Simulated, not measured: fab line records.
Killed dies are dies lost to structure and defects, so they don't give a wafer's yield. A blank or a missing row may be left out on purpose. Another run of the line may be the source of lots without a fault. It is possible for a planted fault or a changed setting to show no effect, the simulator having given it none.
One fault through the eyes of 2 desks	flow nandHarc	each desk has only its own numbers; what lay behind them comes last

== AT THE METROLOGY DESK ==
What the gauges read, lot by lot, whatever tool the lot ran on: means of the sampled wafers that have a number. The brackets show how far a lot's mean lies from the usual mean; more than 4 standard deviations puts the lot out of limits, marked OUT.
Columns: A = thkNm at NHARC_A_CHANNEL_FILL_D2_THK_MEAS_06, usual 4.9 nm
lot	first seen here	A
L819	day 15 19:27	5.6
L821	day 16 19:25	4.9
L825	day 18 16:38	5.0
L827	day 19 03:26	4.4
L830	day 20 22:27	4.3
L832	day 20 22:27	5.1
L831	day 20 22:28	4.5
L833	day 21 17:25	5.3
L834	day 22 08:35	5.8
L835	day 22 16:45	4.6
L836	day 22 20:38	4.7
L837	day 23 13:25	4.9
L839	day 23 22:01	4.3
L838	day 24 05:03	5.7
Result from this desk: across the 14 lots, nothing is out of limits.

== DESK OF THE TOOL OWNER: rieDiel-02 ==
The tool's own readings at NHARC_A_CHANNEL_FILL_D2_ETCHBACK_08 (etches the open film in C4F8, target depth 220 nm, time 110 s): means of the sampled wafers that have a number, for each lot that ran on this tool. The brackets show how far a lot's mean lies from the usual mean; more than 4 standard deviations puts the lot out of limits, marked OUT.
Columns: A = chamberPressureMTorr at NHARC_A_CHANNEL_FILL_D2_ETCHBACK_08, usual 24.998 mTorr; B = oesProductAu at NHARC_A_CHANNEL_FILL_D2_ETCHBACK_08, usual 0.96 a.u.; C = rfVppV at NHARC_A_CHANNEL_FILL_D2_ETCHBACK_08, usual 441.3 V
lot	first seen here	A	B	C
L821	day 17 00:58	25.011	0.99	441.0
L830	day 21 04:05	24.992	1.00	439.6
L832	day 21 07:55	24.997	0.93	439.7
L837	day 23 19:01	24.996	0.93	437.6
L839	day 24 03:44	24.996	0.97	439.7
Result from this desk: across the 5 lots, nothing is out of limits.

== TAKEN TOGETHER ==
Metrology desk: nothing out of limits seen.
The tool owner's desk saw nothing out of limits.

== WHAT THE SIMULATOR HAD PUT IN ==
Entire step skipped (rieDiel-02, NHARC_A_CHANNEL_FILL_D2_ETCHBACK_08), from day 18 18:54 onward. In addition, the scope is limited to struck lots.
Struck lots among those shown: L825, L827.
